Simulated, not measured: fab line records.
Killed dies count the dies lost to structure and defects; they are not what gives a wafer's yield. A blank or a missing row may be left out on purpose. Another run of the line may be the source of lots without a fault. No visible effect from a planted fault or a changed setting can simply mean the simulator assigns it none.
fab line records | flow nandHarc | part 1 of 2: steps 1 to 27 of 35
[record] lots = 5 | wafers = 15 | lastDay = 33
route steps=1302 shown P_GATE@212 P_CONTACT@217
lots with no fault: from the same line, run without faults
startH: hours from the record's opening day to when the first of the lot's shown wafers began | waitH: hours elapsed since this lot's preceding step | " identical to the entry in the row above | L1.1+2: a single row standing in for several wafers | - no value, or no start was given | * or withheld: withheld | < > ~ a bound
route shown NAME@n: a module of which the file shows steps, and the number in the route of the first | usual: average and standard deviation across the fault-free wafers | same: alike in all rows | chamber/n: place in a boat | sites: each site's reading | _std_site: standard deviation across them | _edge_site: the outer-site mean with the inner-site mean subtracted | radiusMm: for every site, how far away it sits from the centre of the wafer | mask NAME#n: copy n | behind: the last tool/chamber to shape the wafer | hold: reason for holding the lot/hours on hold/outcome of the hold | device: the n, p or np transistor that did not switch | end of line: tests run on the same wafers once the route is complete | a step given without rows: its recipe and nothing more | killed: the dies lost at the first sort to structure and to defects; this is not the yield of the wafer | map: the dies of a wafer, with x for killed, . for not killed, _ for no die there
set.NAME: the run value of the setting; set.NAME@STEP: its run value at that earlier step | model.NAME: the simulator's own value behind a step, which no gauge read
a table for each step, a row for each wafer; lots at some steps of the route
services: a tool's chamber out of use, with start hour (startH, from the record's first day; less than 0 if before it), hours out, and reason
[[steps]]
[step NHARC_P_GATE_SPUTTER_79]
[recipe] targetThkA = 100 | material = TiN
lot.wafer  | tool          | chamber | startH | waitH
L077.4+5+6 | pvdSputter-01 | -       | -      | -
L083.4+2+5 | pvdSputter-03 | -       | -      | -
L093.3+1+6 | pvdSputter-01 | -       | -      | -
L094.2+6+5 | pvdSputter-02 | -       | -      | -
L095.4+2+6 | pvdSputter-02 | -       | -      | -
[step NHARC_P_GATE_RTA_80]
[recipe] tempC = 300 | timeS = 30
[usual] lampPowerPct = 2.012/0.017 | lamp_zone_3_pct = 2.012/0.017 | wafer_temp_C_max = 301.3/0.31
lot.wafer | tool         | chamber | startH | waitH | lampPowerPct | lamp_zone_3_pct | wafer_temp_C_max
L077.4    | rtpAnneal-02 | 0       | 148.25 | -     | 2.033        | 2.031           | 301.4
L077.5    | "            | 0       | "      | "     | 2.033        | 2.030           | 301.5
L077.6    | "            | 0       | "      | "     | 2.031        | 2.032           | 301.2
L083.2    | rtpAnneal-01 | 0       | 201.07 | -     | 2.000        | 1.997           | 301.3
L083.4    | "            | 0       | "      | "     | 1.995        | 1.997           | 300.9
L083.5    | "            | 0       | "      | "     | 1.996        | 1.996           | 301.2
L093.1    | rtpAnneal-01 | 0       | 313.69 | -     | 1.996        | 1.999           | 301.5
L093.3    | "            | 0       | "      | "     | 1.998        | 2.000           | 300.8
L093.6    | "            | 0       | "      | "     | 1.998        | 1.995           | 301.2
L094.2    | rtpAnneal-01 | 0       | 320.53 | -     | 1.999        | 1.998           | 300.7
L094.5    | "            | 0       | "      | "     | 1.995        | 1.995           | 301.2
L094.6    | "            | 0       | "      | "     | 1.995        | 1.999           | 301.0
L095.2    | rtpAnneal-01 | 0       | 333.06 | -     | 2.000        | 2.001           | 301.3
L095.4    | "            | 0       | "      | "     | 1.998        | 2.000           | 301.0
L095.6    | "            | 0       | "      | "     | 2.001        | 2.000           | 301.4
[step NHARC_P_GATE_STRIP_67]
[recipe] timeS = 600 | tempC = 130 | chemistry = SPM
lot.wafer  | tool        | chamber | startH | waitH
L077.6+4+5 | wetBench-05 | 2,3,4   | 148.39 | 0.0
L083.4+5+2 | wetBench-01 | 4,5,1   | 201.24 | 0.1
L093.1+6+3 | wetBench-07 | 4,6,0   | 313.90 | 0.2
L094.6+5+2 | wetBench-05 | 2,5,7   | 320.70 | 0.0
L095.4+2+6 | wetBench-01 | 6,7,2   | 333.23 | 0.1
[step NHARC_P_GATE_RTA_82]
[recipe] tempC = 450 | timeS = 30
[usual] lampPowerPct = 3.96/0.035 | lamp_zone_3_pct = 3.96/0.036 | wafer_temp_C_max = 451.9/0.45
lot.wafer | tool         | chamber | startH | waitH | lampPowerPct | lamp_zone_3_pct | wafer_temp_C_max
L077.4    | rtpAnneal-01 | 0       | 148.71 | -     | 3.92         | 3.93            | 451.2
L077.5    | "            | 0       | "      | "     | 3.92         | 3.93            | 452.2
L077.6    | "            | 0       | "      | "     | 3.93         | 3.92            | 451.8
L083.2    | rtpAnneal-02 | 0       | 201.53 | -     | 4.00         | 4.00            | 452.7
L083.4    | "            | 0       | "      | "     | 3.99         | 3.99            | 451.5
L083.5    | "            | 0       | "      | "     | 4.00         | 3.99            | 452.4
L093.1    | rtpAnneal-02 | 0       | 314.16 | -     | 3.99         | 4.00            | 451.5
L093.3    | "            | 0       | "      | "     | 4.00         | 4.00            | 452.3
L093.6    | "            | 0       | "      | "     | 4.00         | 3.99            | 452.6
L094.2    | rtpAnneal-02 | 0       | 320.99 | -     | 4.00         | 3.99            | 451.0
L094.5    | "            | 0       | "      | "     | 3.99         | 4.00            | 451.7
L094.6    | "            | 0       | "      | "     | 3.99         | 4.00            | 451.9
L095.2    | rtpAnneal-02 | 0       | 333.52 | -     | 3.99         | 3.99            | 452.2
L095.4    | "            | 0       | "      | "     | 4.00         | 4.01            | 451.9
L095.6    | "            | 0       | "      | "     | 4.00         | 4.00            | 452.1
[step NHARC_P_GATE_INSPECT_68]
[usual] rawDefectCount = 190/82
lot.wafer | tool             | chamber | startH | waitH | rawDefectCount
L077.4    | defectInspect-01 | -       | 148.83 | 0.1   | 242
L077.5    | "                | -       | "      | "     | 263
L077.6    | "                | -       | "      | "     | 338
L083.2    | defectInspect-01 | -       | 201.70 | 0.1   | 122
L083.4    | "                | -       | "      | "     | 113
L083.5    | "                | -       | "      | "     | 157
L093.1    | defectInspect-01 | -       | 314.35 | 0.2   | 120
L093.3    | "                | -       | "      | "     | 110
L093.6    | "                | -       | "      | "     | 128
L094.2    | defectInspect-01 | -       | 321.16 | 0.1   | 243
L094.5    | "                | -       | "      | "     | 198
L094.6    | "                | -       | "      | "     | 338
L095.2    | defectInspect-01 | -       | 333.68 | 0.1   | 277
L095.4    | "                | -       | "      | "     | 312
L095.6    | "                | -       | "      | "     | 146
[step NHARC_P_CONTACT_DEP_30]
[recipe] targetThkA = 300 | tempC = 400 | targetThkNm = 30 | flowSccm = 200 | rfW = 450 | material = SiNx
[usual] heaterPowerW = 736/83
lot.wafer | tool     | chamber | startH | waitH | heaterPowerW
L077.6    | pecvd-02 | 0       | 149.01 | 0.2   | 905
L077.5    | "        | 1       | "      | "     | 742
L077.4    | "        | 2       | "      | "     | 761
L083.2    | pecvd-02 | 1       | 201.85 | 0.1   | 699
L083.4    | "        | 2       | "      | "     | 714
L083.5    | "        | 1       | "      | "     | 729
L093.3    | pecvd-04 | 2       | 314.42 | 0.1   | 622
L093.1    | "        | 0       | "      | "     | 562
L093.6    | "        | 2       | "      | "     | 599
L094.2    | pecvd-02 | 1       | 321.26 | 0.1   | 775
L094.5    | "        | 0       | "      | "     | 773
L094.6    | "        | 1       | "      | "     | 758
L095.2    | pecvd-04 | 0       | 333.79 | 0.1   | 620
L095.6    | "        | 2       | "      | "     | 679
L095.4    | "        | 1       | "      | "     | 740
[step NHARC_P_CONTACT_DEP_00]
[recipe] targetThkA = 5000 | tempC = 400 | pressureTorr = 6.5 | rfW = 900 | teosFlowSccm = 161.4 | flowSccm = 2650 | targetThkNm = 500 | gas = O2 | material = SiO2
[usual] heaterPowerW = 573/95 | showerheadVppV = 1908/100 | throttleValvePct = 16.0/0.72
lot.wafer | tool     | chamber | startH | waitH | heaterPowerW | showerheadVppV | throttleValvePct
L077.6    | pecvd-02 | 0       | -      | -     | 715          | 1963           | 15.9
L077.5    | "        | 1       | "      | "     | 596          | 1972           | 16.3
L077.4    | "        | 2       | "      | "     | 693          | 1987           | 16.5
L083.2    | pecvd-02 | 1       | -      | -     | 559          | 2001           | 16.1
L083.4    | "        | 2       | "      | "     | 702          | 2028           | 16.5
L083.5    | "        | 1       | "      | "     | 582          | 1991           | 16.1
L093.3    | pecvd-04 | 2       | -      | -     | 560          | 2000           | 16.8
L093.1    | "        | 0       | "      | "     | 406          | 1830           | 16.7
L093.6    | "        | 2       | "      | "     | 575          | 1976           | 16.6
L094.2    | pecvd-02 | 1       | -      | -     | 529          | 1972           | 15.8
L094.5    | "        | 0       | "      | "     | 696          | 1965           | 15.8
L094.6    | "        | 1       | "      | "     | 559          | 1962           | 16.1
L095.2    | pecvd-04 | 0       | -      | -     | 421          | 1850           | 16.7
L095.6    | "        | 2       | "      | "     | 552          | 2009           | 16.7
L095.4    | "        | 1       | "      | "     | 641          | 1790           | 16.0
[step NHARC_P_CONTACT_CMP_01]
[recipe] targetThkNm = 200 | material = SiO2
[usual] motorCurrentA = 11.6/1.5 | slurryFlowMlMin = 150.0/0.49
lot.wafer | tool   | chamber | startH | waitH | motorCurrentA | slurryFlowMlMin
L077.4    | cmp-03 | 1       | 149.67 | -     | 11.2          | 150.8
L077.5    | "      | 2       | "      | "     | 10.6          | 149.6
L077.6    | "      | 3       | "      | "     | 10.5          | 149.9
L083.2    | cmp-01 | 2       | 202.54 | -     | 9.9           | 149.7
L083.4    | "      | 3       | "      | "     | 11.9          | 150.5
L083.5    | "      | 0       | "      | "     | 11.7          | 150.8
L093.3    | cmp-02 | 0       | 315.14 | -     | 12.1          | 149.6
L093.1    | "      | 2       | "      | "     | 16.1          | 150.2
L093.6    | "      | 0       | "      | "     | 12.1          | 149.1
L094.2    | cmp-02 | 3       | 321.96 | -     | 9.8           | 150.1
L094.5    | "      | 2       | "      | "     | 15.5          | 151.2
L094.6    | "      | 3       | "      | "     | 10.0          | 149.0
L095.4    | cmp-03 | 3       | 334.47 | -     | 11.1          | 149.7
L095.2    | "      | 2       | "      | "     | 10.8          | 150.1
L095.6    | "      | 3       | "      | "     | 10.6          | 150.3
[step NHARC_P_CONTACT_SRD_03]
lot.wafer  | tool        | chamber | startH | waitH
L077.5+6+4 | wetBench-09 | 6,7,2   | 149.89 | 0.0
L083.2+4+5 | wetBench-03 | 2,5,7   | 202.78 | 0.0
L093.1+3+6 | wetBench-06 | 3,6,0   | 315.43 | 0.0
L094.5+2+6 | wetBench-03 | 5,0,1   | 322.25 | 0.0
L095.4+6+2 | wetBench-06 | 2,3,6   | 334.76 | 0.0
[step NHARC_P_CONTACT_DEHYDRATE_04]
[recipe] tempC = 150 | timeS = 120
lot.wafer  | tool          | chamber | startH | waitH
L077.4+5+6 | lithoTrack-04 | 0       | 149.98 | 0.1
L083.2+4+5 | lithoTrack-01 | 0       | 202.86 | 0.1
L093.1+3+6 | lithoTrack-06 | 0       | 315.52 | 0.1
L094.2+5+6 | lithoTrack-04 | 0       | 322.33 | 0.1
L095.2+4+6 | lithoTrack-06 | 0       | 334.85 | 0.1
[step NHARC_P_CONTACT_HMDS_05]
[recipe] timeS = 30
lot.wafer  | tool          | chamber | startH | waitH
L077.4+5+6 | lithoTrack-04 | 0       | -      | -
L083.2+4+5 | lithoTrack-01 | 0       | -      | -
L093.1+3+6 | lithoTrack-06 | 0       | -      | -
L094.2+5+6 | lithoTrack-04 | 0       | -      | -
L095.2+4+6 | lithoTrack-06 | 0       | -      | -
[step NHARC_P_CONTACT_COAT_33]
[recipe] tempC = 260 | timeS = 75
lot.wafer  | tool          | chamber | startH | waitH
L077.4+5+6 | lithoTrack-04 | 0       | -      | -
L083.2+4+5 | lithoTrack-01 | 0       | -      | -
L093.1+3+6 | lithoTrack-06 | 0       | -      | -
L094.2+5+6 | lithoTrack-04 | 0       | -      | -
L095.2+4+6 | lithoTrack-06 | 0       | -      | -
[step NHARC_P_CONTACT_COAT_34]
[recipe] tempC = 225 | timeS = 65
lot.wafer  | tool          | chamber | startH | waitH
L077.4+5+6 | lithoTrack-04 | 0       | -      | -
L083.2+4+5 | lithoTrack-01 | 0       | -      | -
L093.1+3+6 | lithoTrack-06 | 0       | -      | -
L094.2+5+6 | lithoTrack-04 | 0       | -      | -
L095.2+4+6 | lithoTrack-06 | 0       | -      | -
[step NHARC_P_CONTACT_COAT_06]
[recipe] spinRpm = 1500 | resistThkNm = 90
lot.wafer  | tool          | chamber | startH | waitH
L077.4+5+6 | lithoTrack-04 | 0       | -      | -
L083.2+4+5 | lithoTrack-01 | 0       | -      | -
L093.1+3+6 | lithoTrack-06 | 0       | -      | -
L094.2+5+6 | lithoTrack-04 | 0       | -      | -
L095.2+4+6 | lithoTrack-06 | 0       | -      | -
[step NHARC_P_CONTACT_SOFTBAKE_07]
[recipe] tempC = 105 | timeS = 55
lot.wafer  | tool          | chamber | startH | waitH
L077.4+5+6 | lithoTrack-04 | 0       | -      | -
L083.2+4+5 | lithoTrack-01 | 0       | -      | -
L093.1+3+6 | lithoTrack-06 | 0       | -      | -
L094.2+5+6 | lithoTrack-04 | 0       | -      | -
L095.2+4+6 | lithoTrack-06 | 0       | -      | -
[step NHARC_P_CONTACT_EBR_08]
lot.wafer  | tool          | chamber | startH | waitH
L077.4+5+6 | lithoTrack-04 | 0       | -      | -
L083.2+4+5 | lithoTrack-01 | 0       | -      | -
L093.1+3+6 | lithoTrack-06 | 0       | -      | -
L094.2+5+6 | lithoTrack-04 | 0       | -      | -
L095.2+4+6 | lithoTrack-06 | 0       | -      | -
[step NHARC_P_CONTACT_EXPOSE_09]
[recipe] na = 1.35 | targetCdNm = 90 | doseMj = 81.26 | maskId = P_CA
[usual] exposureDoseMJCm2 = 81.21/0.091
lot.wafer | tool           | chamber | startH | waitH | mask   | exposureDoseMJCm2
L077.4    | arfiScanner-01 | 0       | 150.31 | -     | P_CA#0 | 81.12
L077.5    | "              | 0       | "      | "     | P_CA#0 | 81.14
L077.6    | "              | 0       | "      | "     | P_CA#0 | 81.06
L083.2    | arfiScanner-01 | 0       | 203.18 | -     | P_CA#0 | 81.29
L083.4    | "              | 0       | "      | "     | P_CA#0 | 81.38
L083.5    | "              | 0       | "      | "     | P_CA#0 | 81.28
L093.1    | arfiScanner-01 | 0       | 315.70 | -     | P_CA#0 | 81.00
L093.3    | "              | 0       | "      | "     | P_CA#0 | 81.16
L093.6    | "              | 0       | "      | "     | P_CA#0 | 80.95
L094.2    | arfiScanner-01 | 0       | 322.52 | -     | P_CA#0 | 81.21
L094.5    | "              | 0       | "      | "     | P_CA#0 | 81.30
L094.6    | "              | 0       | "      | "     | P_CA#0 | 81.30
L095.2    | arfiScanner-03 | 0       | 335.16 | -     | P_CA#0 | 81.24
L095.4    | "              | 0       | "      | "     | P_CA#0 | 81.29
L095.6    | "              | 0       | "      | "     | P_CA#0 | 81.28
[step NHARC_P_CONTACT_PEB_10]
[recipe] pebTempC = 100 | pebTimeS = 65
lot.wafer  | tool          | chamber | startH | waitH
L077.4+5+6 | lithoTrack-06 | 0       | 150.36 | 0.0
L083.2+4+5 | lithoTrack-06 | 0       | 203.23 | 0.1
L093.1+3+6 | lithoTrack-04 | 0       | 315.76 | 0.1
L094.2+5+6 | lithoTrack-06 | 0       | 322.57 | 0.1
L095.2+4+6 | lithoTrack-06 | 0       | 335.22 | 0.1
[step NHARC_P_CONTACT_DEVELOP_11]
[recipe] developTimeS = 35 | devTempC = 23
lot.wafer  | tool          | chamber | startH | waitH
L077.4+5+6 | lithoTrack-06 | 0       | -      | -
L083.2+4+5 | lithoTrack-06 | 0       | -      | -
L093.1+3+6 | lithoTrack-04 | 0       | -      | -
L094.2+5+6 | lithoTrack-06 | 0       | -      | -
L095.2+4+6 | lithoTrack-06 | 0       | -      | -
[step NHARC_P_CONTACT_CD_MEAS_12]
[recipe] targetCdNm = 90 | landingEnergyEv = 500
[usual] cdNm = 90.0/0.61
lot.wafer | tool     | chamber | startH | waitH | cdNm
L077.4    | cdSem-02 | 0       | 150.44 | -     | 89.0
L077.5    | "        | 0       | "      | "     | 89.4
L077.6    | "        | 0       | "      | "     | 88.6
L083.2    | cdSem-02 | 0       | 203.31 | -     | 89.4
L083.4    | "        | 0       | "      | "     | 90.4
L083.5    | "        | 0       | "      | "     | 89.5
L093.1    | cdSem-03 | 0       | 315.84 | -     | 90.8
L093.3    | "        | 0       | "      | "     | 90.6
L093.6    | "        | 0       | "      | "     | 90.5
L094.2    | cdSem-03 | 0       | 322.65 | -     | 89.2
L094.5    | "        | 0       | "      | "     | 89.3
L094.6    | "        | 0       | "      | "     | 88.9
L095.2    | cdSem-02 | 0       | 335.30 | -     | 90.2
L095.4    | "        | 0       | "      | "     | 89.6
L095.6    | "        | 0       | "      | "     | 88.8
[step NHARC_P_CONTACT_OVL_MEAS_13]
[usual] overlayXNm = -0.2/0.84 | overlayYNm = -0.2/0.94
lot.wafer | tool       | chamber | startH | waitH | overlayXNm | overlayYNm
L077.4    | overlay-01 | -       | 150.52 | -     | -1.2       | -0.1
L077.5    | "          | -       | "      | "     | -0.6       | -0.6
L077.6    | "          | -       | "      | "     | -1.2       | -0.7
L083.2    | overlay-02 | -       | 203.40 | -     | 0.3        | 0.1
L083.4    | "          | -       | "      | "     | -0.5       | 0.0
L083.5    | "          | -       | "      | "     | -0.5       | 0.0
L093.1    | overlay-01 | -       | 315.93 | -     | 0.1        | 0.3
L093.3    | "          | -       | "      | "     | 0.2        | 0.3
L093.6    | "          | -       | "      | "     | 0.0        | 0.7
L094.2    | overlay-01 | -       | 322.74 | -     | 0.1        | -1.5
L094.5    | "          | -       | "      | "     | -0.2       | -1.4
L094.6    | "          | -       | "      | "     | -0.5       | -1.7
L095.2    | overlay-01 | -       | 335.39 | -     | -0.4       | -0.4
L095.4    | "          | -       | "      | "     | -0.3       | -0.3
L095.6    | "          | -       | "      | "     | -0.3       | 0.6
[step NHARC_P_CONTACT_INSPECT_14]
[usual] rawDefectCount = 4.4/2.4
lot.wafer | tool             | chamber | startH | waitH | rawDefectCount
L077.4    | defectInspect-02 | -       | 150.56 | 0.0   | 5
L077.5    | "                | -       | "      | "     | 4
L077.6    | "                | -       | "      | "     | 3
L083.2    | defectInspect-01 | -       | 203.44 | 0.0   | 3
L083.4    | "                | -       | "      | "     | 7
L083.5    | "                | -       | "      | "     | 6
L093.1    | defectInspect-01 | -       | 315.96 | 0.0   | 2
L093.3    | "                | -       | "      | "     | 2
L093.6    | "                | -       | "      | "     | 7
L094.2    | defectInspect-02 | -       | 322.78 | 0.0   | 2
L094.5    | "                | -       | "      | "     | 3
L094.6    | "                | -       | "      | "     | 5
L095.2    | defectInspect-02 | -       | 335.42 | 0.0   | 2
L095.4    | "                | -       | "      | "     | 3
L095.6    | "                | -       | "      | "     | 8
[step NHARC_P_CONTACT_DESCUM_17]
[recipe] timeS = 3 | o2FlowSccm = 200 | arFlowSccm = 0 | biasPowerW = 0 | chemistry = O2
[usual] drypumpMotorCurrentA = 5.7/0.46 | mfcArSccm = 0.011/0.011 | oesProductAu = 1.000/0.0089 | rfVppV = 58.0/0.87 | showerheadPlenumPTorr = 1.96/0.065 | throttleValvePct = 11.312/0.0088
lot.wafer | tool       | chamber | startH | waitH | drypumpMotorCurrentA | mfcArSccm | oesProductAu | rfHoursCounterH | rfVppV | showerheadPlenumPTorr | throttleValvePct
L077.4    | rieDiel-02 | 3       | 150.63 | 0.1   | 5.8                  | 0         | 0.999        | 2.5             | 58.8   | 2.03                  | 11.314
L077.6    | "          | 2       | "      | "     | 6.0                  | 0.015     | 1.005        | -               | 57.3   | 2.02                  | 11.316
L077.5    | "          | 3       | "      | "     | 5.8                  | 0         | 1.011        | -               | 57.3   | 2.03                  | 11.333
L083.2    | rieDiel-02 | 0       | 203.50 | 0.1   | 5.6                  | 0         | 1.000        | 3.3             | 57.8   | 1.92                  | 11.314
L083.4    | "          | 2       | "      | "     | 6.0                  | 0.015     | 1.000        | 3.9             | 59.5   | 2.02                  | 11.296
L083.5    | "          | 0       | "      | "     | 5.6                  | 0         | 1.006        | -               | 57.4   | 1.91                  | 11.305
L093.3    | rieDiel-02 | 0       | 316.03 | 0.1   | 5.6                  | 0         | 0.998        | 2.2             | 58.2   | 1.91                  | 11.301
L093.1    | "          | 3       | "      | "     | 5.8                  | 0         | 0.990        | 2.9             | 59.4   | 2.02                  | 11.314
L093.6    | "          | 0       | "      | "     | 5.6                  | 0         | 1.003        | -               | 57.4   | 1.91                  | 11.323
L094.2    | rieDiel-02 | 1       | 322.85 | 0.1   | 5.8                  | 0.018     | 1.001        | 3.2             | 58.7   | 1.99                  | 11.308
L094.6    | "          | 0       | "      | "     | 5.6                  | 0         | 0.989        | -               | 57.2   | 1.91                  | 11.322
L094.5    | "          | 1       | "      | "     | 5.7                  | 0.018     | 0.992        | -               | 59.3   | 1.99                  | 11.302
L095.2    | rieDiel-07 | 3       | 335.48 | 0.1   | 6.0                  | 0         | 0.991        | 1.9             | 57.4   | 1.94                  | 11.300
L095.4    | "          | 2       | "      | "     | 6.4                  | 0.038     | 0.970        | 1.6             | 57.9   | 1.85                  | 11.309
L095.6    | "          | 0       | "      | "     | 5.5                  | 0.033     | 0.979        | -               | 58.5   | 1.99                  | 11.328
[step NHARC_P_CONTACT_ETCH_35]
[recipe] targetDepthA = 390 | overEtchFrac = 0.3 | timeS = 65 | ionEnergyEv = 80 | cf4FlowSccm = 150 | arFlowSccm = 0 | rfW = 300 | biasW = 100 | chemistry = CF4
[usual] cf4FlowSccm = 150.0/0.44 | drypumpMotorCurrentA = 5.6/0.46 | mfcArSccm = 0.011/0.012 | oesProductAu = 1.002/0.0085 | rfVppV = 151.8/1.1 | showerheadPlenumPTorr = 1.81/0.056 | throttleValvePct = 13.283/0.0099
lot.wafer | tool       | chamber | startH | waitH | cf4FlowSccm | drypumpMotorCurrentA | mfcArSccm | oesProductAu | rfHoursCounterH | rfVppV | showerheadPlenumPTorr | throttleValvePct
L077.4    | rieDiel-02 | 2       | 150.72 | 0.1   | 149.8       | 6.0                  | 0.015     | 1.008        | 2.5             | 151.8  | 1.86                  | 13.285
L077.5    | "          | 3       | "      | "     | 150.2       | 5.9                  | 0         | 1.012        | -               | 151.5  | 1.86                  | 13.301
L077.6    | "          | 0       | "      | "     | 150.0       | 5.6                  | 0         | 1.008        | -               | 151.1  | 1.77                  | 13.280
L083.4    | rieDiel-02 | 2       | 203.58 | 0.1   | 149.4       | 6.0                  | 0.015     | 1.008        | 3.9             | 152.0  | 1.86                  | 13.292
L083.2    | "          | 0       | "      | "     | 149.8       | 5.6                  | 0         | 1.003        | 3.3             | 150.5  | 1.77                  | 13.298
L083.5    | "          | 3       | "      | "     | 150.4       | 5.8                  | 0         | 1.004        | -               | 153.3  | 1.87                  | 13.286
L093.3    | rieDiel-02 | 1       | 316.12 | 0.1   | 150.0       | 5.7                  | 0.018     | 0.996        | 2.7             | 152.8  | 1.83                  | 13.273
L093.1    | "          | 3       | "      | "     | 149.6       | 5.9                  | 0         | 0.996        | 2.9             | 151.9  | 1.86                  | 13.270
L093.6    | "          | 0       | "      | "     | 150.3       | 5.6                  | 0         | 0.994        | -               | 150.9  | 1.77                  | 13.272
L094.2    | rieDiel-02 | 3       | 322.92 | 0.1   | 149.5       | 5.9                  | 0         | 1.001        | 3.4             | 152.5  | 1.86                  | 13.280
L094.6    | "          | 3       | "      | "     | 149.9       | 5.9                  | 0         | 1.005        | -               | 153.8  | 1.86                  | 13.301
L094.5    | "          | 0       | "      | "     | 150.1       | 5.6                  | 0         | 0.993        | -               | 150.6  | 1.77                  | 13.275
L095.4    | rieDiel-07 | 2       | 335.57 | 0.1   | 149.9       | 6.4                  | 0.038     | 0.981        | 1.6             | 149.7  | 1.71                  | 13.296
L095.2    | "          | 1       | "      | "     | 150.0       | 5.1                  | 0.021     | 0.990        | 1.4             | 151.2  | 1.88                  | 13.289
L095.6    | "          | 2       | "      | "     | 150.5       | 6.4                  | 0.038     | 0.983        | -               | 149.1  | 1.71                  | 13.283
[step NHARC_P_CONTACT_ETCH_36]
[recipe] targetDepthA = 2600 | overEtchFrac = 0.25 | timeS = 406.25 | ionEnergyEv = 200 | n2FlowSccm = 150 | h2FlowSccm = 150 | arFlowSccm = 0 | rfW = 400 | biasW = 150 | chemistry = N2/H2
[usual] drypumpMotorCurrentA = 5.6/0.46 | mfcArSccm = 0.011/0.011 | oesProductAu = 1.001/0.0074 | rfVppV = 432.1/2.2 | showerheadPlenumPTorr = 2.10/0.072 | throttleValvePct = 14.171/0.0095
lot.wafer | tool       | chamber | startH | waitH | drypumpMotorCurrentA | mfcArSccm | oesProductAu | rfHoursCounterH | rfVppV | showerheadPlenumPTorr | throttleValvePct
L077.4    | rieDiel-02 | 2       | -      | -     | 6.0                  | 0.015     | 1.003        | 2.6             | 433.7  | 2.15                  | 14.167
L077.5    | "          | 2       | "      | "     | 6.0                  | 0.015     | 1.003        | -               | 434.7  | 2.15                  | 14.160
L077.6    | "          | 3       | "      | "     | 5.9                  | 0         | 1.006        | -               | 434.4  | 2.16                  | 14.166
L083.4    | rieDiel-02 | 3       | -      | -     | 5.9                  | 0         | 1.015        | 3.8             | 432.7  | 2.16                  | 14.163
L083.2    | "          | 0       | "      | "     | 5.6                  | 0         | 1.007        | 3.4             | 430.7  | 2.04                  | 14.161
L083.5    | "          | 3       | "      | "     | 5.9                  | 0         | 1.015        | -               | 433.5  | 2.16                  | 14.168
L093.3    | rieDiel-02 | 2       | -      | -     | 6.0                  | 0.015     | 0.992        | 2.8             | 433.6  | 2.15                  | 14.161
L093.1    | "          | 3       | "      | "     | 5.9                  | 0         | 0.996        | 3.0             | 433.6  | 2.16                  | 14.164
L093.6    | "          | 2       | "      | "     | 5.9                  | 0.015     | 0.986        | -               | 433.8  | 2.15                  | 14.176
L094.2    | rieDiel-02 | 0       | -      | -     | 5.6                  | 0         | 1.006        | 2.7             | 432.2  | 2.04                  | 14.167
L094.6    | "          | 1       | "      | "     | 5.8                  | 0.018     | 1.010        | -               | 432.0  | 2.12                  | 14.179
L094.5    | "          | 2       | "      | "     | 6.0                  | 0.015     | 0.991        | -               | 433.2  | 2.15                  | 14.166
L095.4    | rieDiel-07 | 1       | -      | -     | 5.1                  | 0.021     | 0.994        | 1.4             | 434.9  | 2.18                  | 14.166
L095.2    | "          | 3       | "      | "     | 6.1                  | 0         | 0.989        | 2.0             | 432.6  | 2.07                  | 14.179
L095.6    | "          | 1       | "      | "     | 5.1                  | 0.021     | 0.995        | -               | 434.8  | 2.18                  | 14.169
[step NHARC_P_CONTACT_ETCH_18]
[recipe] targetDepthA = 4810 | timeS = 240.5 | c4f8FlowSccm = 20 | o2FlowSccm = 10 | arFlowSccm = withheld | rfW = 600 | biasW = 1500 | chemistry = C4F8/O2/Ar
[usual] oesProductAu = 0.956/0.021 | rfVppV = 982/4.4
lot.wafer | tool       | chamber | startH | waitH | oesProductAu | rfHoursCounterH | rfVppV
L077.4    | rieDiel-02 | 1       | -      | -     | 0.965        | 2.8             | 984
L077.6    | "          | 1       | "      | "     | 0.972        | -               | 985
L077.5    | "          | 2       | "      | "     | 0.950        | -               | 983
L083.4    | rieDiel-02 | 1       | -      | -     | 0.955        | 3.9             | 984
L083.2    | "          | 2       | "      | "     | 0.975        | 4.2             | 983
L083.5    | "          | 0       | "      | "     | 0.955        | -               | 979
L093.1    | rieDiel-02 | 3       | -      | -     | 0.976        | 3.1             | 985
L093.3    | "          | 0       | "      | "     | 0.964        | 2.4             | 979
L093.6    | "          | 3       | "      | "     | 0.992        | -               | 987
L094.2    | rieDiel-02 | 2       | -      | -     | 0.923        | 3.6             | 985
L094.5    | "          | 1       | "      | "     | 0.928        | -               | 984
L094.6    | "          | 2       | "      | "     | 0.934        | -               | 985
L095.2    | rieDiel-07 | 1       | -      | -     | 0.969        | 1.6             | 987
L095.4    | "          | 2       | "      | "     | 0.944        | 1.8             | 973
L095.6    | "          | 0       | "      | "     | 0.949        | -               | 984
[step NHARC_P_CONTACT_STRIP_37]
[recipe] c4f8FlowSccm = withheld | o2FlowSccm = 8 | arFlowSccm = withheld | biasW = 0 | chemistry = C4F8/O2/Ar
lot.wafer  | tool       | chamber | startH | waitH
L077.4+6+5 | rieDiel-02 | 3,1,2   | -      | -
L083.2+4+5 | rieDiel-02 | 3,1,3   | -      | -
L093.1+3+6 | rieDiel-02 | 0,1,3   | -      | -
L094.2+5+6 | rieDiel-02 | 0,2,3   | -      | -
L095.2+4+6 | rieDiel-07 | 0,2,0   | -      | -
